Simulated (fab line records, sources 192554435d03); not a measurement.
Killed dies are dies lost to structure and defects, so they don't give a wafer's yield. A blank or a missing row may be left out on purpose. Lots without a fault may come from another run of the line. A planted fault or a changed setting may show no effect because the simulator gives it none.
Problem report in the 8D (eight disciplines) form, filled by code | flow n5_finfet | the parts of the form that need people (team, actions taken, sign-off) are left out

1. THE PROBLEM
spin_speed_rpm at N5_SD_EPI_P_COAT_35 reads a mean of 1249.8 rpm on 6 wafers of 2 lots; wafers without a fault read 1499.7 rpm with a standard deviation of 0.96. That is -99 or more standard deviations from the usual mean.
The step: time 60 s, resist thk 35 nm.
First seen on wafer L842.1, day 7 02:23, on litho_track-01. The record holds 27 wafers of 9 lots with a number at this step. Rule for "out", or "out of limits": more than 4 standard deviations from the usual mean. The other wafers with a number count as sound.

2. WHAT IT IS AND WHAT IT IS NOT
question                    | is                     | is not
which readings at this step | spin_speed_rpm         | -
which lots                  | L842, L843             | L828, L829, L834, L837, L840, L849, L850
which wafers of those lots  | all that have a number | -
read on which tools         | litho_track-01         | litho_track-02, litho_track-05
when                        | from day 7 02:23       | up to then (15 sound wafers); but 6 sound wafers of L849, L850 came after

3. SUSPECTS, AND WHAT RULES EACH OUT
Counting: a tool at a process step up to the reading stays a suspect if it ran every lot that is out and no sound lot after the first of them.
- litho_track-01 at N5_SD_EPI_P_COAT_35 (time 60 s, resist thk 35 nm): kept. It ran every lot that is out, first L842 (day 7 02:23), and no sound lot after that; its last sound lot up to then is L834 (day 5 05:26). Its own readings are out on those wafers: spin_speed_rpm.
Left after counting: litho_track-01 at N5_SD_EPI_P_COAT_35.

4. THE CAUSE (what the simulator had put in)
Process parameter drift: litho_track-01, from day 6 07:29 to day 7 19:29, at N5_SD_EPI_P_COAT_35. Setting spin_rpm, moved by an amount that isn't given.
Counting left only this tool.

5. THE CHAIN OF EFFECTS, in route order
Each row: a reading whose mean over the struck wafers that have a number lies more than 3 standard deviations from the usual. Only readings for which the record gives a usual standard deviation are gone through. hours: the time from each lot's start at the first step in this table that gives one to its start at this step, as a median over the lots. sigmas: the change in usual standard deviations.
hours | step                | reading        | usual      | on struck wafers | change | sigmas
0     | N5_SD_EPI_P_COAT_35 | spin_speed_rpm | 1499.7 rpm | 1249.8           | -249.9 | -99 or more
The process steps in it:
- N5_SD_EPI_P_COAT_35: time 60 s, resist thk 35 nm.
Later measuring or inspecting steps at which every struck wafer that the step has a row for has a number for every such reading, and none has moved that far: N5_BEOL_M4_RC_MEAS_101.

6. WHAT WOULD HAVE CAUGHT IT SOONER
In this record the first reading out of limits was taken at day 7 02:23, 19 hours after the fault began at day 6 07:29.
